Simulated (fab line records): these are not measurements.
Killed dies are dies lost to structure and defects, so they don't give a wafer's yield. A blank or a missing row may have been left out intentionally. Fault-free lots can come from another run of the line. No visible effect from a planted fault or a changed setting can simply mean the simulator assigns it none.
Matching of chambers -- flow nand harc -- 4 sister chambers for NHARC_P_M1_ETCH_35 on rie diel-09
The step etches the open film in N2/H2, target depth 40 nm, overetch 12 nm, time 43.94 s. 16 wafers are shown with their chamber, then 8 later ones without.

## WAFERS PAIRED WITH THEIR CHAMBERS
wafer,chamber,drypump motor current A (A),oes product au (a.u.),rf vpp V (V)
L076.1,1,5.2,1.006,434.7
L076.2,3,5.5,0.978,432.0
L076.3,2,5.7,1.024,429.0
L080.1,1,5.2,0.991,433.7
L080.2,0,5.7,1.018,427.7
L080.4,1,5.2,1.000,434.9
L082.1,1,5.2,0.989,434.7
L082.4,0,5.7,1.025,427.8
L082.5,2,5.7,1.018,427.7
L083.1,3,5.5,0.978,434.6
L083.5,0,5.7,1.011,428.5
L083.6,1,5.2,0.988,434.4
L088.3,2,5.7,1.026,430.4
L088.5,1,5.2,0.998,435.9
L088.6,2,5.7,1.019,428.6
L089.2,2,5.8,1.018,429.7

SIGNATURES (means of the wafers above)
reading,chamber 0,chamber 1,chamber 2,chamber 3,scatter within a chamber
drypump motor current A,5.700,5.200,5.720,5.500,0.0258
oes product au,1.01800,0.99533,1.02100,0.97800,0.00584
rf vpp V,428.000,434.717,429.080,433.300,0.94
Rule: for each reading, subtract the chamber's mean from the wafer's reading, divide by that reading's scatter and square the result; add these up over the readings and take the root, which gives the wafer's distance from the chamber. The wafer belongs to the nearest chamber; if the next one is less than 2 further off, it can't be placed. The scatter is the square root of a quotient: the sum, over the shown wafers, of each reading's squared deviation from its chamber's mean, divided by wafers minus chambers.

## WAFERS MISSING THEIR CHAMBER
wafer,drypump motor current A (A),oes product au (a.u.),rf vpp V (V)
L089.3,5.7,1.016,429.7
L089.5,5.2,0.996,434.3
L093.1,5.2,0.988,435.0
L093.3,5.7,1.010,429.5
L093.6,5.7,1.011,428.9
L096.1,5.5,0.981,434.2
L096.5,5.5,0.977,434.3
L096.6,5.8,1.004,427.5

## CHAMBER TAKEN BY EACH
wafer,from the rows above,in truth
L089.3,can't be placed: 2 or 0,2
L089.5,1,1
L093.1,1,1
L093.3,can't be placed: 2 or 0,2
L093.6,can't be placed: 0 or 2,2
L096.1,3,3
L096.5,3,3
L096.6,can't be placed: 2 or 0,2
Correctly placed: 4 of 8. Not placeable from these rows: 4 (in 4, the candidates include the true chamber). Number placed wrongly: 0.
